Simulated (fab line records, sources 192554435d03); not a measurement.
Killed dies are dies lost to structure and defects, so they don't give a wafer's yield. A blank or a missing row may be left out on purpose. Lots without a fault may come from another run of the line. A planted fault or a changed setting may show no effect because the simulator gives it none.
Split-lot experiment | flow n5_finfet | 7 lots, 21 wafers read, on a route of 1938 steps

THE SPLIT
At N5_BEOL_M1_CMP_52 (polishes, stops on SiOC, t overpolish 6.8 s, target thk 40 nm), the setting down_force_psi was moved away from the recipe's 1 psi on 9 of the 21 wafers read, by -20.6% to +18.8%. The other wafers ran this setting at the recipe's value.

The reading is taken at the split's own step.

THE READING
barrier_field_endpoint_s, in s, at N5_BEOL_M1_CMP_52 (polishes, stops on SiOC, t overpolish 6.8 s, target thk 40 nm). Fault-free wafers of this fab line usually give 24.7 s, standard deviation 0.55 s.

wafer  | tool, chamber at the split | down_force_psi as run, psi | against the recipe | barrier_field_endpoint_s, s | against lot-mates on the recipe
L075.3 | cmp-04, 0                  | 1.18                       | +18.0%             | 20.5                        | -4.3
L075.1 | cmp-04, 1                  | 1                          | recipe             | 24.8                        | -
L075.2 | cmp-04, 3                  | 1.18                       | +18.0%             | 21.1                        | -3.7
L074.2 | cmp-03, 3                  | 1                          | recipe             | 25.1                        | -
L074.1 | cmp-03, 0                  | 1                          | recipe             | 24.9                        | -
L074.5 | cmp-03, 2                  | 1                          | recipe             | 24.5                        | -
L078.1 | cmp-02, 0                  | 1                          | recipe             | 25.3                        | -
L078.4 | cmp-02, 2                  | 0.8374                     | -16.3%             | 30.2                        | +4.9
L078.5 | cmp-02, 0                  | 0.8374                     | -16.3%             | 30.4                        | +5.1
L083.3 | cmp-03, 3                  | 1                          | recipe             | 24.7                        | -
L083.5 | cmp-03, 2                  | 1                          | recipe             | 24.4                        | -
L083.6 | cmp-03, 3                  | 1                          | recipe             | 25.3                        | -
L094.2 | cmp-02, 1                  | 1                          | recipe             | 24.5                        | -
L094.3 | cmp-02, 2                  | 1                          | recipe             | 24.8                        | -
L094.1 | cmp-02, 3                  | 1                          | recipe             | 25.4                        | -
L096.4 | cmp-04, 1                  | 0.7938                     | -20.6%             | 31.1                        | no lot-mate on the recipe
L096.2 | cmp-04, 2                  | 0.7938                     | -20.6%             | 30.3                        | no lot-mate on the recipe
L096.3 | cmp-04, 3                  | 0.7938                     | -20.6%             | 30.6                        | no lot-mate on the recipe
L097.4 | cmp-02, 2                  | 1.188                      | +18.8%             | 20.9                        | -3.5
L097.3 | cmp-02, 3                  | 1.188                      | +18.8%             | 20.5                        | -3.9
L097.5 | cmp-02, 0                  | 1                          | recipe             | 24.4                        | -

THE FIT
A straight line over all 21 wafers: barrier_field_endpoint_s changes by -0.264 s for each +1% of down_force_psi; r = -0.99; the points scatter about the line by 0.54 s.
The same after taking each lot's own level away (the mean of its wafers on the recipe; 18 wafers): -0.242 s for each +1%; r = -0.98; scatter 0.51 s.
On that fit, the largest move of down_force_psi shifts the reading by 5 s.
The lots' own levels span 24.40 to 25.30 s, that is 1.6 times the standard deviation above.
So the lot-to-lot level changes the slope little: the two slopes agree.
Check: with one of the wafers moved furthest among these (+18.8%) left out of the fit, the line predicts -4.51 s for it against its lot-mates. It came out at -3.5 s against them.
Tool readings at the split's step, against how far the setting was moved: barrier_field_endpoint_s r = -0.99.

OTHER SPLITS ON THESE WAFERS
These wafers also went through other splits before the reading. Each is held against what the fit with the lots' levels taken away leaves over:
other split on the same wafers       | wafers away from the commonest value | r with barrier_field_endpoint_s (lot level and that fit taken away)
N5_MOL_CONTACT_COAG_ETCH_47 source_w | 8                                    | +0.20
N5_BEOL_M0_SAQP_ILD_DEP_01 time_s    | 8                                    | -0.40
N5_BEOL_M0_SAQP_COAT_08 spin_rpm     | 4                                    | +0.14
N5_BEOL_M0_ETCH_109 bias_w           | 10                                   | -0.19

THE FILE'S OWN FIT
barrier_field_endpoint_s changes by -0.237 s for each +1% of down_force_psi, r = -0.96.
